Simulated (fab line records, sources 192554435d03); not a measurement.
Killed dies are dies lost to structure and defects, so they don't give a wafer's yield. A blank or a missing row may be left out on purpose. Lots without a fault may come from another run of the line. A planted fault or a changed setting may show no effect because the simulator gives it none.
Chamber matching | flow n5_finfet | N5_BEOL_M15_VIA_ETCH_16 on rie_diel-05: 4 sister chambers
The step etches SiO2 in C4F8/O2/Ar, target depth 1792.2 nm. 4 wafers are shown with their chamber, then 11 later ones without.

WAFERS WITH THEIR CHAMBER
wafer  | chamber | showerhead_plenum_p_Torr (Torr)
L082.4 | 1       | 3.39
L087.2 | 0       | 3.38
L087.5 | 3       | 3.31
L089.1 | 2       | 3.63

WAFERS WITHOUT THEIR CHAMBER
wafer  | showerhead_plenum_p_Torr (Torr)
L089.3 | 3.39
L089.4 | 3.38
L086.3 | 3.31
L086.4 | 3.39
L086.6 | 3.39
L092.1 | 3.38
L092.2 | 3.30
L092.5 | 3.62
L097.2 | 3.38
L097.4 | 3.30
L097.5 | 3.30

WHICH CHAMBER EACH WENT THROUGH
wafer  | from the rows above     | in truth
L089.3 | can't be placed: 1 or 0 | 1
L089.4 | can't be placed: 0 or 1 | 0
L086.3 | 3                       | 3
L086.4 | can't be placed: 1 or 0 | 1
L086.6 | can't be placed: 1 or 0 | 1
L092.1 | can't be placed: 0 or 1 | 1
L092.2 | 3                       | 3
L092.5 | 2                       | 2
L097.2 | can't be placed: 0 or 1 | 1
L097.4 | 3                       | 3
L097.5 | 3                       | 3
Placed correctly: 5 of 11. Can't be placed from these rows: 6 (the true chamber is among the candidates in 6). Placed wrongly: 0.
How it was worked out, from the rows above alone: a wafer's distance from a chamber is the root of the sum, over the readings, of the square of ((its reading less the chamber's mean) divided by the reading's scatter). The wafer belongs to the nearest chamber; if the next one is less than 2 further off, it can't be placed. A chamber's mean is the mean of its shown wafers. The scatter: with one shown wafer a chamber, the root of the mean of the squares of how far each hidden wafer lies from its nearest shown one.
